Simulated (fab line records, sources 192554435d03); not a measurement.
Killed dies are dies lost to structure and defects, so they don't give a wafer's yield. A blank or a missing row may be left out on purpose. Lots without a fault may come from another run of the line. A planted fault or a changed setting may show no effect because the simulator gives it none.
Chamber matching | flow n5_finfet | N5_MOL_CONTACT_COAG_DESCUM_88 on rie_diel-06: 4 sister chambers
The step chemistry O2, time 7 s. 8 wafers are shown with their chamber, then 8 later ones without.

WAFERS WITH THEIR CHAMBER
wafer  | chamber | drypump_motor_current_A (A) | throttle_valve_pct (%)
L075.5 | 0       | 5.5                         | 20.74
L075.6 | 3       | 5.3                         | 20.33
L084.1 | 3       | 5.3                         | 20.04
L084.2 | 0       | 5.6                         | 20.31
L084.3 | 1       | 4.9                         | 20.20
L084.5 | 1       | 4.9                         | 20.20
L084.6 | 2       | 5.5                         | 20.67
L087.1 | 2       | 5.5                         | 20.68

WAFERS WITHOUT THEIR CHAMBER
wafer  | drypump_motor_current_A (A) | throttle_valve_pct (%)
L087.2 | 5.5                         | 20.29
L087.3 | 5.3                         | 20.05
L087.4 | 4.9                         | 20.22
L087.5 | 5.5                         | 20.32
L087.6 | 5.3                         | 20.06
L088.1 | 5.5                         | 20.68
L088.3 | 5.6                         | 20.31
L088.5 | 5.5                         | 20.68

WHICH CHAMBER EACH WENT THROUGH
wafer  | from the rows above     | in truth
L087.2 | can't be placed: 0 or 2 | 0
L087.3 | 3                       | 3
L087.4 | 1                       | 1
L087.5 | can't be placed: 0 or 2 | 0
L087.6 | 3                       | 3
L088.1 | can't be placed: 2 or 0 | 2
L088.3 | can't be placed: 0 or 2 | 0
L088.5 | can't be placed: 2 or 0 | 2
Placed correctly: 3 of 8. Can't be placed from these rows: 5 (the true chamber is among the candidates in 5). Placed wrongly: 0.
How it was worked out, from the rows above alone: a wafer's distance from a chamber is the root of the sum, over the readings, of the square of ((its reading less the chamber's mean) divided by the reading's scatter). The wafer belongs to the nearest chamber; if the next one is less than 2 further off, it can't be placed. A chamber's mean is the mean of its shown wafers. The scatter: the root of (the sum of the squares of (reading less its chamber's mean) over the shown wafers, divided by (wafers less chambers)).
